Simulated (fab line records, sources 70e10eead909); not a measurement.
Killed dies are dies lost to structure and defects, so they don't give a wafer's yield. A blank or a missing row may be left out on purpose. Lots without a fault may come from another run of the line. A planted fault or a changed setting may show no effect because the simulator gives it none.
fab line records | flow nand_harc
record lots=24 wafers=72 last_day=33
route steps=1302 shown P_M1@300 P_BONDPAD@375 A_ZERO_WELL@401
lots that met no fault: from a run of the same line without faults
start_h: hours from the record's first day to the start of the lot's first wafer shown | wait_h: hours since the lot's step before | " the same as in the row above | L1.1+2: a row that stands for several wafers | - no value, or no start given | * or withheld: withheld | < > ~ a bound
route shown NAME@n: a module of which the file shows steps, and the number in the route of the first | usual: mean/standard deviation of fault-free wafers | same: alike in all rows | chamber/n: place in a boat | sites: the reading at each site | _std_site: their standard deviation | _edge_site: outer sites' mean less inner sites' | radius_mm: how far each site lies from the wafer's centre | mask NAME#n: copy n | behind: the tool/chamber that last shaped the wafer | hold: why the lot was held/for how many hours/how that ended | device: the transistor (n, p or np) that didn't switch | end of line: the same wafers' tests at the end of the route | a step without rows: its recipe alone | killed: dies lost to structure and defects at the first sort, not the wafer's yield | map: a wafer's dies, x killed, . not, _ none there
set.NAME: the setting as run; set.NAME@STEP: as run at that earlier step | model.NAME: the simulator's own value behind a step, which no gauge read
steps of the route over a sample of lots; a table a step, a row a wafer
services: from which hour (start_h, from the record's first day; less than 0 if before it) a tool's chamber was out of use, for how many hours, and why
## steps
# step NHARC_P_M1_ETCH_15
# recipe target_depth_a=1825 time_s=91.2 c4f8_flow_sccm=withheld ar_flow_sccm=400 rf_w=600 bias_w=300 chemistry=C4F8/Ar
# usual oes_product_au=0.955/0.022 rf_vpp_V=441.4/2.7
# columns lot.wafer tool chamber start_h wait_h oes_product_au rf_hours_counter_h rf_vpp_V
L074.1 rie_diel-11 1 - - 0.957 4 443.1
L074.5 " 2 " " 0.967 - 445.3
L074.6 " 3 " " 0.970 - 442.0
L075.1 rie_diel-11 0 - - 0.961 4 435.9
L075.4 " 1 " " 0.972 4 442.8
L075.3 " 2 " " 0.971 3 445.0
L077.2 rie_diel-11 2 - - 0.953 5 444.4
L077.1 " 3 " " 0.970 5 441.6
L077.6 " 3 " " 0.973 - 440.0
L076.1 rie_diel-11 3 - - 0.957 5 441.9
L076.3 " 1 " " 0.962 5 442.7
L076.5 " 2 " " 0.971 - 445.0
L078.2 rie_diel-11 0 - - 0.957 6 435.6
L078.4 " 1 " " 0.959 6 443.6
L078.5 " 0 " " 0.956 - 437.9
L079.3 rie_diel-11 1 - - 0.921 8 442.4
L079.5 " 0 " " 0.921 - 436.6
L079.6 " 1 " " 0.919 - 443.5
L080.4 rie_diel-11 0 - - 0.983 9 435.3
L080.1 " 2 " " 0.963 7 444.6
L080.5 " 1 " " 0.974 - 443.6
L081.3 rie_diel-11 0 - - 0.934 9 435.2
L081.4 " 2 " " 0.925 8 444.3
L081.5 " 0 " " 0.939 - 438.1
L082.3 rie_diel-01 3 - - 0.969 12 445.3
L082.1 " 0 " " 0.960 12 442.0
L082.6 " 0 " " 0.956 - 439.5
L083.1 rie_diel-01 0 - - 0.981 0 439.2
L083.4 " 2 " " 0.967 0 440.7
L083.5 " 1 " " 0.957 - 440.8
L084.4 rie_diel-11 1 - - 0.920 11 442.9
L084.3 " 2 " " 0.930 11 445.0
L084.6 " 0 " " 0.916 - 435.7
L085.3 rie_diel-01 1 - - 0.987 1 440.5
L085.5 " 2 " " 0.980 - 440.1
L085.6 " 3 " " 0.961 - 442.1
L086.4 rie_diel-03 3 - - 0.915 39 439.6
L086.2 " 1 " " 0.925 47 437.4
L086.5 " 2 " " 0.920 - 440.5
L087.2 rie_diel-03 3 - - 0.925 41 440.5
L087.6 " 0 " " 0.928 - 441.4
L087.5 " 3 " " 0.928 - 441.4
L088.4 rie_diel-11 0 - - 0.989 0 434.6
L088.6 " 3 " " 0.959 - 441.6
L088.5 " 0 " " 0.984 - 436.9
L089.4 rie_diel-01 2 - - 0.986 3 440.2
L089.6 " 3 " " 0.988 - 442.5
L089.5 " 0 " " 0.979 - 440.3
L090.2 rie_diel-11 1 295.38 0.1 0.950 4 442.0
L090.4 " 2 " " 0.948 - 442.8
L090.5 " 1 " " 0.941 - 443.0
L091.3 rie_diel-01 0 - - 0.979 4 442.1
L091.2 " 2 " " 0.966 5 440.3
L091.5 " 3 " " 0.958 - 443.4
L092.3 rie_diel-11 0 - - 0.951 3 435.9
L092.5 " 1 " " 0.971 - 442.9
L092.6 " 2 " " 0.966 - 445.5
L093.1 rie_diel-11 2 - - 0.930 5 445.2
L093.6 " 3 " " 0.922 - 442.8
L093.5 " 0 " " 0.927 - 436.5
L094.2 rie_diel-11 2 - - 0.950 5 444.5
L094.4 " 0 " " 0.977 4 434.9
L094.6 " 2 " " 0.966 - 445.7
L095.3 rie_diel-11 2 - - 0.982 7 444.7
L095.5 " 0 " " 0.959 - 436.0
L095.6 " 1 " " 0.957 - 442.2
L096.3 rie_diel-01 1 - - 0.992 8 443.3
L096.2 " 0 " " 0.994 8 438.8
L096.5 " 2 " " 0.968 - 441.3
L097.3 rie_diel-11 1 - - 0.933 9 441.1
L097.2 " 3 " " 0.926 7 441.9
L097.5 " 1 " " 0.924 - 442.9
# step NHARC_P_M1_STRIP_18
# recipe power_w=1000 n2_flow_sccm=150 h2_flow_sccm=150 ar_flow_sccm=0 bias_w=0 chemistry=N2/H2
# usual drypump_motor_current_A=5.8/0.44 n2_flow_sccm=150.0/0.38 oes_product_au=1.001/0.0087 rf_vpp_V=90.6/0.97 showerhead_plenum_p_Torr=2.05/0.067 throttle_valve_pct=14.172/0.0092
# columns lot.wafer tool chamber start_h wait_h drypump_motor_current_A n2_flow_sccm oes_product_au rf_hours_counter_h rf_vpp_V showerhead_plenum_p_Torr throttle_valve_pct
L074.1 rie_diel-11 0 128.81 0.1 6.1 150.0 0.997 4 89.3 1.89 14.179
L074.5 " 0 " " 6.1 149.9 0.996 - 89.6 1.89 14.164
L074.6 " 1 " " 5.6 149.8 0.993 - 92.3 2.13 14.202
L075.4 rie_diel-01 1 130.26 0.1 6.5 150.2 0.997 8 91.0 2.07 14.176
L075.3 " 2 " " 5.9 149.9 0.988 7 90.9 2.04 14.165
L075.1 " 3 " " 5.4 150.0 1.001 7 92.6 2.12 14.181
L077.1 rie_diel-01 3 155.20 0.1 5.4 150.5 0.994 9 92.6 2.12 14.163
L077.2 " 1 " " 6.5 150.0 1.002 9 90.0 2.07 14.187
L077.6 " 3 " " 5.4 149.7 0.991 - 92.0 2.12 14.163
L076.3 rie_diel-01 2 156.02 0.1 5.9 149.2 0.999 9 91.5 2.04 14.182
L076.1 " 0 " " 5.5 150.4 0.990 8 89.4 2.03 14.189
L076.5 " 2 " " 5.9 150.2 0.998 - 90.1 2.04 14.166
L078.2 rie_diel-01 3 168.89 0.1 5.4 149.8 0.989 9 91.5 2.12 14.167
L078.4 " 0 " " 5.5 149.7 0.985 9 91.5 2.03 14.174
L078.5 " 0 " " 5.6 150.0 0.999 - 89.2 2.03 14.168
L079.3 rie_diel-01 2 177.94 0.1 5.9 150.0 0.991 10 91.8 2.04 14.174
L079.5 " 1 " " 6.5 150.2 0.993 - 90.3 2.07 14.188
L079.6 " 2 " " 5.9 149.6 0.984 - 90.6 2.04 14.165
L080.1 rie_diel-11 0 182.96 0.1 6.1 150.4 1.004 9 88.5 1.89 14.183
L080.4 " 1 " " 5.6 150.4 1.006 8 91.4 2.12 14.175
L080.5 " 1 " " 5.6 150.3 1.009 - 91.5 2.12 14.168
L081.3 rie_diel-03 2 201.23 0.1 5.0 149.8 0.983 26 90.7 2.01 14.159
L081.4 " 3 " " 6.2 150.1 0.998 27 90.0 2.05 14.158
L081.5 " 3 " " 6.1 149.6 0.995 - 90.1 2.05 14.184
L082.3 rie_diel-11 0 201.64 0.1 6.1 150.0 0.994 10 89.3 1.89 14.183
L082.1 " 2 " " 6.1 149.9 1.003 8 92.2 2.17 14.167
L082.6 " 0 " " 6.1 149.7 0.999 - 89.2 1.89 14.164
L083.1 rie_diel-11 0 214.69 0.1 6.2 150.3 1.002 10 89.2 1.89 14.186
L083.4 " 1 " " 5.7 150.4 1.004 10 90.8 2.12 14.164
L083.5 " 3 " " 5.4 150.1 0.992 - 89.9 2.09 14.163
L084.4 rie_diel-01 1 226.01 0.1 6.5 150.4 1.014 1 90.2 2.07 14.158
L084.3 " 3 " " 5.4 149.9 1.004 0 90.2 2.12 14.165
L084.6 " 2 " " 5.9 150.2 1.011 - 89.9 2.03 14.180
L085.3 rie_diel-01 0 234.60 0.1 5.5 150.6 1.006 1 90.2 2.03 14.170
L085.6 " 3 " " 5.4 149.8 1.001 - 91.9 2.12 14.170
L085.5 " 0 " " 5.5 150.6 1.003 - 91.2 2.03 14.169
L086.4 rie_diel-03 0 246.15 0.1 6.0 149.6 0.991 41 91.2 2.06 14.171
L086.2 " 3 " " 6.1 149.3 1.002 39 90.8 2.04 14.177
L086.5 " 1 " " 5.2 149.7 0.999 - 89.2 1.87 14.183
L087.2 rie_diel-03 0 256.73 0.1 6.0 149.7 1.002 44 90.0 2.06 14.159
L087.6 " 3 " " 6.2 150.2 0.997 - 89.4 2.04 14.169
L087.5 " 2 " " 5.0 149.8 1.004 - 90.3 2.01 14.159
L088.4 rie_diel-01 3 270.84 0.1 5.4 149.9 1.015 3 92.0 2.12 14.178
L088.5 " 1 " " 6.5 150.2 0.998 - 90.6 2.07 14.184
L088.6 " 2 " " 5.9 150.6 1.004 - 89.9 2.03 14.179
L089.4 rie_diel-01 3 281.77 0.1 5.3 150.1 1.007 3 91.1 2.12 14.169
L089.5 " 2 " " 5.9 149.4 1.001 - 91.1 2.03 14.174
L089.6 " 3 " " 5.4 150.3 1.008 - 91.5 2.12 14.169
L090.2 rie_diel-01 1 295.64 0.1 6.5 149.7 1.002 4 89.6 2.07 14.178
L090.4 " 2 " " 5.9 149.7 1.007 5 91.8 2.03 14.171
L090.5 " 0 " " 5.5 149.5 1.014 - 90.6 2.03 14.184
L091.2 rie_diel-01 2 297.78 0.1 5.9 150.7 1.022 5 90.3 2.03 14.150
L091.3 " 0 " " 5.5 149.3 1.014 4 90.0 2.03 14.160
L091.5 " 3 " " 5.4 149.7 1.002 - 90.2 2.12 14.170
L092.3 rie_diel-03 3 304.84 0.1 6.2 150.0 1.009 3 89.9 2.04 14.174
L092.5 " 2 " " 5.0 150.0 0.996 - 90.5 2.00 14.144
L092.6 " 3 " " 6.2 150.0 1.009 - 89.6 2.04 14.175
L093.1 rie_diel-01 2 316.32 0.1 5.9 149.7 1.011 7 89.8 2.03 14.159
L093.6 " 1 " " 6.5 149.9 1.008 - 90.3 2.07 14.175
L093.5 " 2 " " 5.9 149.8 1.000 - 91.8 2.03 14.177
L094.4 rie_diel-11 3 322.08 0.1 5.5 149.5 0.986 3 89.9 2.08 14.167
L094.2 " 0 " " 6.1 150.0 1.003 4 90.0 1.89 14.181
L094.6 " 0 " " 6.1 149.2 1.004 - 89.2 1.89 14.186
L095.3 rie_diel-01 1 344.94 0.1 6.5 150.0 0.999 8 90.7 2.06 14.164
L095.6 " 1 " " 6.5 150.2 1.000 - 89.8 2.07 14.164
L095.5 " 2 " " 5.9 149.9 1.004 - 89.5 2.03 14.194
L096.3 rie_diel-01 3 349.25 0.1 5.4 149.8 1.011 9 91.0 2.12 14.179
L096.2 " 2 " " 5.9 149.8 1.013 9 90.2 2.03 14.171
L096.5 " 0 " " 5.5 150.2 1.011 - 90.8 2.02 14.171
L097.3 rie_diel-01 1 352.61 0.1 6.5 150.0 1.009 9 90.4 2.06 14.171
L097.2 " 0 " " 5.6 150.4 1.002 8 90.9 2.02 14.186
L097.5 " 1 " " 6.5 150.4 1.022 - 89.6 2.06 14.180
# step NHARC_P_M1_PVD_20
# recipe target_thk_a=50 bias_v=168.6 power_w=15000 chamber_pressure_pa=0.12 time_s=8.06 substrate_temp_c=50 material=TaN
# usual throttle_valve_pct=30.1/1.3
# columns lot.wafer tool chamber start_h wait_h throttle_valve_pct
L074.1 pvd_sputter-02 - - - 29.8
L074.6 " - " " 29.9
L074.5 " - " " 31.1
L075.1 pvd_sputter-01 - - - 29.7
L075.3 " - " " 30.4
L075.4 " - " " 31.0
L077.2 pvd_sputter-02 - - - 27.7
L077.1 " - " " 30.0
L077.6 " - " " 27.8
L076.3 pvd_sputter-02 - - - 30.8
L076.1 " - " " 27.7
L076.5 " - " " 30.6
L078.2 pvd_sputter-03 - - - 29.8
L078.4 " - " " 30.9
L078.5 " - " " 29.5
L079.3 pvd_sputter-01 - - - 30.3
L079.6 " - " " 29.6
L079.5 " - " " 30.4
L080.1 pvd_sputter-01 - - - 29.8
L080.4 " - " " 30.5
L080.5 " - " " 31.0
L081.3 pvd_sputter-02 - - - 30.8
L081.4 " - " " 27.7
L081.5 " - " " 30.9
L082.3 pvd_sputter-03 - - - 31.1
L082.1 " - " " 31.7
L082.6 " - " " 28.8
L083.4 pvd_sputter-02 - - - 27.8
L083.1 " - " " 30.0
L083.5 " - " " 28.0
L084.4 pvd_sputter-02 - - - 27.5
L084.3 " - " " 27.8
L084.6 " - " " 31.0
L085.3 pvd_sputter-03 - - - 31.7
L085.6 " - " " 30.7
L085.5 " - " " 28.7
L086.2 pvd_sputter-03 - - - 31.8
L086.4 " - " " 30.5
L086.5 " - " " 30.4
L087.2 pvd_sputter-02 - - - 30.9
L087.6 " - " " 30.7
L087.5 " - " " 27.6
L088.4 pvd_sputter-03 - - - 31.4
L088.5 " - " " 28.6
L088.6 " - " " 31.2
L089.4 pvd_sputter-03 - - - 31.6
L089.6 " - " " 28.8
L089.5 " - " " 31.5
L090.4 pvd_sputter-02 - - - 30.9
L090.2 " - " " 28.3
L090.5 " - " " 28.2
L091.3 pvd_sputter-03 - - - 29.0
L091.2 " - " " 31.5
L091.5 " - " " 30.6
L092.3 pvd_sputter-03 - - - 31.4
L092.5 " - " " 32.0
L092.6 " - " " 30.9
L093.1 pvd_sputter-03 - - - 31.2
L093.6 " - " " 28.9
L093.5 " - " " 31.2
L094.4 pvd_sputter-03 - - - 31.1
L094.2 " - " " 31.7
L094.6 " - " " 29.0
L095.3 pvd_sputter-01 - - - 29.7
L095.5 " - " " 29.6
L095.6 " - " " 30.8
L096.2 pvd_sputter-03 - - - 31.8
L096.3 " - " " 30.7
L096.5 " - " " 31.3
L097.2 pvd_sputter-03 - - - 31.4
L097.3 " - " " 31.9
L097.5 " - " " 28.6
# step NHARC_P_M1_PVD_21
# recipe target_thk_a=300 chamber_pressure_pa=5 power_w=5000 substrate_temp_c=30 time_s=20.49 material=Cu
# usual throttle_valve_pct=30.1/1.3
# columns lot.wafer tool chamber start_h wait_h throttle_valve_pct
L074.1 pvd_sputter-02 - - - 27.6
L074.5 " - " " 27.7
L074.6 " - " " 27.8
L075.1 pvd_sputter-01 - - - 31.0
L075.3 " - " " 29.6
L075.4 " - " " 30.5
L077.2 pvd_sputter-02 - - - 30.8
L077.1 " - " " 28.0
L077.6 " - " " 30.8
L076.1 pvd_sputter-02 - - - 27.5
L076.3 " - " " 30.2
L076.5 " - " " 27.6
L078.4 pvd_sputter-03 - - - 30.6
L078.2 " - " " 29.6
L078.5 " - " " 30.7
L079.3 pvd_sputter-01 - - - 30.6
L079.5 " - " " 31.3
L079.6 " - " " 29.6
L080.4 pvd_sputter-01 - - - 30.5
L080.1 " - " " 30.8
L080.5 " - " " 30.6
L081.4 pvd_sputter-02 - - - 27.6
L081.3 " - " " 30.1
L081.5 " - " " 27.5
L082.1 pvd_sputter-03 - - - 28.8
L082.3 " - " " 31.8
L082.6 " - " " 30.8
L083.4 pvd_sputter-02 - - - 27.6
L083.1 " - " " 28.0
L083.5 " - " " 30.3
L084.4 pvd_sputter-02 - - - 30.9
L084.3 " - " " 29.7
L084.6 " - " " 27.7
L085.3 pvd_sputter-03 - - - 32.1
L085.5 " - " " 31.0
L085.6 " - " " 28.6
L086.4 pvd_sputter-03 - - - 28.6
L086.2 " - " " 31.9
L086.5 " - " " 28.6
L087.2 pvd_sputter-02 - - - 27.9
L087.6 " - " " 29.7
L087.5 " - " " 30.7
L088.4 pvd_sputter-03 - - - 30.7
L088.6 " - " " 30.6
L088.5 " - " " 28.7
L089.4 pvd_sputter-03 - - - 30.8
L089.6 " - " " 31.3
L089.5 " - " " 32.0
L090.4 pvd_sputter-02 - - - 31.0
L090.2 " - " " 27.3
L090.5 " - " " 30.6
L091.3 pvd_sputter-03 - - - 30.7
L091.2 " - " " 29.0
L091.5 " - " " 31.8
L092.3 pvd_sputter-03 - - - 31.6
L092.5 " - " " 31.8
L092.6 " - " " 30.7
L093.1 pvd_sputter-03 - - - 30.9
L093.6 " - " " 31.1
L093.5 " - " " 29.1
L094.4 pvd_sputter-03 - - - 30.7
L094.2 " - " " 31.1
L094.6 " - " " 30.8
L095.3 pvd_sputter-01 - - - 29.7
L095.5 " - " " 30.5
L095.6 " - " " 30.5
L096.3 pvd_sputter-03 - - - 30.7
L096.2 " - " " 31.1
L096.5 " - " " 30.7
L097.3 pvd_sputter-03 - - - 31.5
L097.2 " - " " 28.6
L097.5 " - " " 31.6
# step NHARC_P_BONDPAD_PRE_CLEAN_26
# recipe time_s=30 temp_c=280 gas=H2/He
# usual heater_power_w=404/41
# columns lot.wafer tool chamber start_h wait_h heater_power_w
L074.1 pvd_sputter-03 - - - 440
L074.6 " - " " 416
L074.5 " - " " 450
L075.4 pvd_sputter-01 - - - 355
L075.3 " - " " 398
L075.1 " - " " 354
L077.2 pvd_sputter-03 - - - 436
L077.1 " - " " 406
L077.6 " - " " 435
L076.3 pvd_sputter-01 - - - 333
L076.1 " - " " 362
L076.5 " - " " 329
L078.2 pvd_sputter-02 - - - 439
L078.4 " - " " 458
L078.5 " - " " 440
L079.3 pvd_sputter-01 - - - 359
L079.6 " - " " 398
L079.5 " - " " 373
L080.4 pvd_sputter-01 - - - 369
L080.1 " - " " 319
L080.5 " - " " 401
L081.3 pvd_sputter-02 - - - 443
L081.4 " - " " 442
L081.5 " - " " 453
L082.1 pvd_sputter-03 - - - 435
L082.3 " - " " 450
L082.6 " - " " 429
L083.4 pvd_sputter-03 - - - 435
L083.1 " - " " 428
L083.5 " - " " 421
L084.4 pvd_sputter-03 - - - 414
L084.3 " - " " 446
L084.6 " - " " 453
L085.3 pvd_sputter-02 - - - 456
L085.5 " - " " 373
L085.6 " - " " 448
L086.4 pvd_sputter-02 - - - 364
L086.2 " - " " 451
L086.5 " - " " 378
L087.2 pvd_sputter-02 - - - 378
L087.5 " - " " 417
L087.6 " - " " 372
L088.4 pvd_sputter-01 - - - 322
L088.5 " - " " 409
L088.6 " - " " 358
L089.4 pvd_sputter-03 - - - 461
L089.5 " - " " 446
L089.6 " - " " 438
L090.4 pvd_sputter-02 - - - 444
L090.2 " - " " 437
L090.5 " - " " 435
L091.3 pvd_sputter-01 - - - 411
L091.2 " - " " 368
L091.5 " - " " 319
L092.3 pvd_sputter-01 - - - 395
L092.5 " - " " 422
L092.6 " - " " 359
L093.1 pvd_sputter-01 - - - 321
L093.5 " - " " 365
L093.6 " - " " 320
L094.4 pvd_sputter-01 - - - 382
L094.2 " - " " 374
L094.6 " - " " 392
L095.3 pvd_sputter-03 - - - 445
L095.5 " - " " 458
L095.6 " - " " 449
L096.2 pvd_sputter-01 - - - 411
L096.3 " - " " 369
L096.5 " - " " 420
L097.2 pvd_sputter-02 - - - 428
L097.3 " - " " 374
L097.5 " - " " 443
# step NHARC_A_ZERO_WELL_CD_MEAS_10
# recipe target_cd_nm=2000 landing_energy_ev=500
# usual cd_nm=2000.8/1.6
# columns lot.wafer tool chamber start_h wait_h cd_nm
L074.1 cd_sem-03 0 141.26 - 2000.8
L074.5 " 0 " " 1999.6
L074.6 " 0 " " 2000.8
L075.1 cd_sem-01 0 142.53 - 2003.1
L075.3 " 0 " " 2001.7
L075.4 " 0 " " 2002.0
L077.1 cd_sem-02 0 167.56 - 2000.4
L077.2 " 0 " " 2002.6
L077.6 " 0 " " 2001.7
L076.1 cd_sem-02 0 169.61 - 2003.1
L076.3 " 0 " " 2001.2
L076.5 " 0 " " 2003.3
L078.2 cd_sem-03 0 181.15 - 2001.1
L078.4 " 0 " " 1999.9
L078.5 " 0 " " 2001.8
L079.3 cd_sem-02 0 190.09 - 2000.4
L079.5 " 0 " " 1999.3
L079.6 " 0 " " 1997.8
L080.1 cd_sem-01 0 195.46 - 2001.8
L080.4 " 0 " " 1999.2
L080.5 " 0 " " 2000.8
L081.3 cd_sem-03 0 213.63 - 2001.0
L081.4 " 0 " " 1998.6
L081.5 " 0 " " 1999.7
L082.1 cd_sem-02 0 213.98 - 2002.0
L082.3 " 0 " " 2003.1
L082.6 " 0 " " 2001.6
L083.1 cd_sem-01 0 227.65 - 2000.7
L083.4 " 0 " " 2002.0
L083.5 " 0 " " 2001.7
L084.3 cd_sem-02 0 239.64 - 1998.9
L084.4 " 0 " " 1997.9
L084.6 " 0 " " 1999.2
L085.3 cd_sem-02 0 246.73 - 1999.5
L085.5 " 0 " " 2002.8
L085.6 " 0 " " 2000.2
L086.2 cd_sem-02 0 258.27 - 1999.8
L086.4 " 0 " " 1996.9
L086.5 " 0 " " 1998.7
L087.2 cd_sem-03 0 268.76 - 1999.1
L087.5 " 0 " " 1998.8
L087.6 " 0 " " 2000.7
L088.4 cd_sem-03 0 283.14 - 2003.4
L088.5 " 0 " " 2001.1
L088.6 " 0 " " 2002.6
L089.4 cd_sem-03 0 293.97 - 2000.7
L089.5 " 0 " " 1998.8
L089.6 " 0 " " 2001.0
L090.2 cd_sem-01 0 307.74 - 2002.6
L090.4 " 0 " " 2004.4
L090.5 " 0 " " 2003.3
L091.2 cd_sem-03 0 310.19 - 2000.9
L091.3 " 0 " " 2002.2
L091.5 " 0 " " 1998.6
L092.3 cd_sem-01 0 317.17 - 2000.4
L092.5 " 0 " " 1998.9
L092.6 " 0 " " 2000.4
L093.1 cd_sem-02 0 328.46 - 1999.5
L093.5 " 0 " " 1999.6
L093.6 " 0 " " 1999.9
L094.2 cd_sem-03 0 334.31 - 2002.5
L094.4 " 0 " " 2000.2
L094.6 " 0 " " 2001.0
L095.3 cd_sem-02 0 357.57 - 2000.2
L095.5 " 0 " " 2001.9
L095.6 " 0 " " 2001.1
L096.2 cd_sem-01 0 361.52 - 2002.0
L096.3 " 0 " " 2000.9
L096.5 " 0 " " 2003.3
L097.2 cd_sem-01 0 364.85 - 1999.8
L097.3 " 0 " " 1997.8
L097.5 " 0 " " 1999.2
## services
# columns tool chamber start_h hours kind
rie_diel-11 1 106.06 2.8 repair
rie_diel-01 0 109.41 - clean
rie_diel-01 1 109.41 - clean
rie_diel-01 2 109.41 - clean
rie_diel-11 0 154.96 1.4 repair
rie_diel-03 0 155.76 11.8 repair
pvd_sputter-03 - 177.59 10.0 pm
rie_diel-11 1 188.05 3.1 repair
pvd_sputter-03 - 188.46 6.7 repair
rie_diel-01 - 203.91 9.0 pm
rie_diel-03 3 206.14 10.4 repair
pvd_sputter-01 - 223.88 3.4 repair
rie_diel-01 0 249.73 2.6 repair
pvd_sputter-03 - 254.17 5.1 repair
rie_diel-01 - 255.05 2.3 repair
rie_diel-11 - 255.50 9.0 pm
rie_diel-03 - 281.33 9.0 pm
pvd_sputter-02 - 282.00 10.0 pm
pvd_sputter-01 - 288.30 2.2 repair
rie_diel-11 0 288.89 7.0 repair
rie_diel-11 3 291.10 7.6 repair
rie_diel-03 1 334.10 4.4 repair
pvd_sputter-02 - 340.91 6.9 repair
pvd_sputter-03 - 355.59 10.0 pm
## key
fault none
